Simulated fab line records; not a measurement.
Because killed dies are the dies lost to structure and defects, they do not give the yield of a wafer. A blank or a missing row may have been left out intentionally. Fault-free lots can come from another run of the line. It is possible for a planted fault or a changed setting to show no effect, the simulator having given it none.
Comparing a struck lot with a sound one | flow n5_finfet | 37 steps out of a route of 1938
Sound: the wafers L190.2, L190.3, L190.6. The struck wafers were L195.1, L195.2, L195.3. The cause comes at the end.
Per side, at each step with rows, come the tool, then ch with its chambers, and then its first start. Under that, the readings that differ: sound wafers | struck wafers | difference of the means | sigmas: that difference in standard deviations of wafers without a fault.
alike: readings with means less than 2 such deviations apart, plus words and numbers identical on both sides. not compared: withheld readings, readings lacking a value on some wafer, bounds such as >300 that could conceal the same value, and numbers that have no deviation in the record and whose values overlap.
The two part at a step that has a row with sigmas, a row that says differs or no value, or rows on one side only. When numbers do not overlap yet have no deviation, they are printed without sigmas and do not part them. A reading that every wafer of one side lacks parts them only if that side has two wafers or more.

first, 9 steps without rows for these wafers: N5_BEOL_M4_ANNEAL_95 (time 240 s); N5_BEOL_M4_SPUTTER_96 (material Cu, target thk 4.5 nm, time 8.29 s); N5_BEOL_M4_ECD_50 (material Cu, target thk 300 nm); N5_BEOL_M4_ANNEAL_51 (time 90 s); N5_BEOL_M4_CMP_52 (polishes, stops on SiOC, t overpolish 6.8 s, target thk 40 nm); N5_BEOL_M4_PRE_CLEAN_60 (time 15 s); N5_BEOL_M4_CO_CAP_55 (material Co, precursor CCTBA/H2, target thk 2 nm, time 102.1 s); N5_BEOL_M4_PRE_CLEAN_56 (time 15 s); N5_BEOL_M4_DEP_57 (deposits SiCN from 3MS/NH3, target thk 8 nm, time 14 s).
N5_BEOL_M4_RC_MEAS_101:
  sound on prober-02 ch 0, day 11 02:47; struck on prober-01 ch 0, day 12 03:27
  alike: DIBL_N, DIBL_P, IOFF_N, IOFF_P, ION_N, ION_P, SS_N, SS_P, VT_N, VT_P
then, 24 steps without rows for these wafers: N5_BEOL_M5_ILD_DEP_00 (deposits SiCOH lowk from DEMS/porogen, target thk 140.64 nm, time 25.9 s); N5_BEOL_M5_CURE_79 (cures SiCOH lowk, time 240 s); N5_BEOL_M5_PECVD_70 (deposits SiO2 from TEOS/O2, target thk 16 nm, time 18 s); N5_BEOL_M5_HM_DEP_02 (deposits TiN, target thk 20 nm); N5_BEOL_M5_COAT_59 (time 60 s, resist thk 60 nm); N5_BEOL_M5_COAT_60 (time 60 s, resist thk 12 nm); N5_BEOL_M5_COAT_71 (time 60 s, resist thk 5 nm); N5_BEOL_M5_COAT_05 (resist thk 30 nm); N5_BEOL_M5_EBR_07; N5_BEOL_M5_SOFTBAKE_06 (time 60 s); N5_BEOL_M5_EXPOSE_08 (exposes mask M5, target cd 28 nm); N5_BEOL_M5_PEB_09 (peb time 60 s); N5_BEOL_M5_DEVELOP_10 (develop time 30 s); N5_BEOL_M5_DESCUM_16 (chemistry O2, time 7 s); N5_BEOL_M5_ETCH_72 (etches underlayer in N2/H2, target depth 6.5 nm, time 5.2 s); N5_BEOL_M5_ETCH_61 (etches SiARC in CF4, target depth 15.6 nm, time 26 s); N5_BEOL_M5_ETCH_62 (etches SOC in N2/H2, target depth 75 nm, overetch 15 nm, time 112.5 s); N5_BEOL_M5_STRIP_63 (strips in N2/H2); N5_BEOL_M5_STRIP_73 (strips in N2/H2); N5_BEOL_M5_STRIP_64 (strips in CF4); N5_BEOL_M5_HM_OPEN_17 (chemistry Cl2/BCl3, target TiN, target depth 20 nm, overetch 6 nm); N5_BEOL_M5_STRIP_19 (strips in O2); N5_BEOL_M5_COAT_65 (time 60 s, resist thk 60 nm); N5_BEOL_M5_COAT_66 (time 60 s, resist thk 12 nm).
N5_BEOL_M8_ETCH_65: etches SiARC in CF4, target depth 15.6 nm, time 26 s.
  sound on rie_diel-04 ch 0,1,3, day 12 09:58; struck on rie_diel-04 ch 1,2,3, day 13 10:52
  no value came back on the struck wafers for any of 8 readings (bias_w (W), cf4_flow_sccm (sccm) and others); on the sound wafers bias_w (W) reads 35.93 35.98 35.94
  reading                                      | sound        | struck         | difference | sigmas
  model.CAR-EUV_of_BEOL_M8_COAT_22.thk_nm (nm) | 11.2 11.2 11 | 20.4 20.4 20.2 | +9.2       |
  not compared: rf_hours_counter_h
N5_BEOL_M8_ETCH_66: etches SOC in N2/H2, target depth 80 nm, overetch 16 nm, time 120 s.
  sound on rie_diel-04 ch 0,1,3, day 12 09:59; struck on rie_diel-04 ch 1,2,3, day 13 10:53
  reading               | sound          | struck         | difference | sigmas
  oes_product_au (a.u.) | 0.61 0.72 0.65 | 0.34 0.34 0.29 | -0.34      | -5
  alike: bias_w, chamber_pressure_mTorr, drypump_motor_current_A, rf_vpp_V, showerhead_plenum_p_Torr, throttle_valve_pct
  not compared: rf_hours_counter_h
-- a jump in the record: the struck wafers' starts before and after are 3 days apart (it breaks off in module BEOL_M8 and resumes in module PASSIVATION, where the first step shown is number 1936 of the route) --
N5_PASSIVATION_PROBE_49:
  sound: prober-01 at day 15 04:47; struck: prober-02 at day 16 02:26
  reading                  | sound          | struck         | difference | sigmas
  defect_limited_yield (%) | 87.4 89.7 90.3 | 0 0 0          | -89        | -64
  killed_at_M4_up          | 20 29 9        | 1100 1087 1098 | +1076      | +99 or more
  killed_at_front_end      | 82 51 68       | 46 35 39       | -27        | -2
  killed_dies              | 149 121 114    | 1180 1180 1180 | +1052      | +66
  killed_on_rim            | 18 16 15       | 152 152 152    | +136       | +34
  sort_bin_5_function (%)  | 7.8 5.8 5.6    | 95.8 95.8 97.5 | +90.0      | +99
  sort_n_pass              | 1031 1059 1066 | 0 0 0          | -1052      | -66
  sort_yield_pct (%)       | 87.4 89.7 90.3 | 0 0 0          | -89        | -64
  alike: killed_at_M0_to_M3, killed_at_contacts, killed_at_other, killed_open, killed_short, sort_bin_6_memory

== WHERE THEY PART ==
Last at N5_PASSIVATION_PROBE_49 as far as this record goes, first at N5_BEOL_M8_ETCH_65.

WHY: the cause the simulator had injected
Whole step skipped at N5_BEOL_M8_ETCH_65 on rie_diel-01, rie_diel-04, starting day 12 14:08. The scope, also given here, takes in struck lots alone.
